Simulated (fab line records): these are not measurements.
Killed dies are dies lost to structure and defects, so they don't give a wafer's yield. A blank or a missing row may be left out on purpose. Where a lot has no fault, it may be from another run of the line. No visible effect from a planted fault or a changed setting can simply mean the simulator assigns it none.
The tool behind it: which one? / flow n5 finfet / route of 1938 steps, sampled at 1 step: 12 lots, 36 wafers

WHAT THE GAUGES SHOWED, per wafer
N5_BEOL_M2_CD_MEAS_11 targets a cd of 16.79 nm.
lot=L075; measured=day 6 21:08; on=cd sem-01; cd nm (nm)=16.66 16.90 16.70
lot=L077; measured=day 7 11:56; on=cd sem-01; cd nm (nm)=17.54 16.96 17.18
lot=L079; measured=day 8 02:00; on=cd sem-03; cd nm (nm)=16.76 16.80 16.46
lot=L081; measured=day 8 09:29; on=cd sem-02; cd nm (nm)=16.36 16.75 16.30
lot=L083; measured=day 9 16:35; on=cd sem-01; cd nm (nm)=16.83 16.63 17.11
lot=L086; measured=day 9 23:22; on=cd sem-01; cd nm (nm)=16.41 16.86 16.79
lot=L085; measured=day 10 02:16; on=cd sem-02; cd nm (nm)=16.89 16.73 16.43
lot=L091; measured=day 10 16:23; on=cd sem-01; cd nm (nm)=16.76 16.56 16.61
lot=L089; measured=day 10 17:27; on=cd sem-01; cd nm (nm)=17.13 16.77 17.08
lot=L093; measured=day 11 15:25; on=cd sem-01; cd nm (nm)=16.97 17.00 16.39
lot=L095; measured=day 11 22:05; on=cd sem-01; cd nm (nm)=16.58 16.91 16.81
lot=L097; measured=day 12 10:46; on=cd sem-02; cd nm (nm)=16.79 16.50 16.76

WHICH TOOL RAN EACH LOT (tool, then ch and the chambers of the sampled wafers, then the start)
The record shows no process step preceding these readings.

THE ANSWER, worked out from the rows above alone
Rule: usual is defined by the lots themselves. Put in order of their means at a reading, lots are off if they are a third of the lots or fewer, leave a main group of 4 or more, and stand apart from it by a gap of 3 or more times the standard deviation of the main group's means; of several such gaps the widest counts. A main group is skipped when, at the precision printed for the reading in the tables above, its means are all equal. Also off: a lot with no number at a reading for which 4 or more lots have one. Any other lot the step has rows for is counted as sound.
No lot is off at any reading shown: from this, nothing can be told.

WHAT WAS PUT IN BY THE SIMULATOR
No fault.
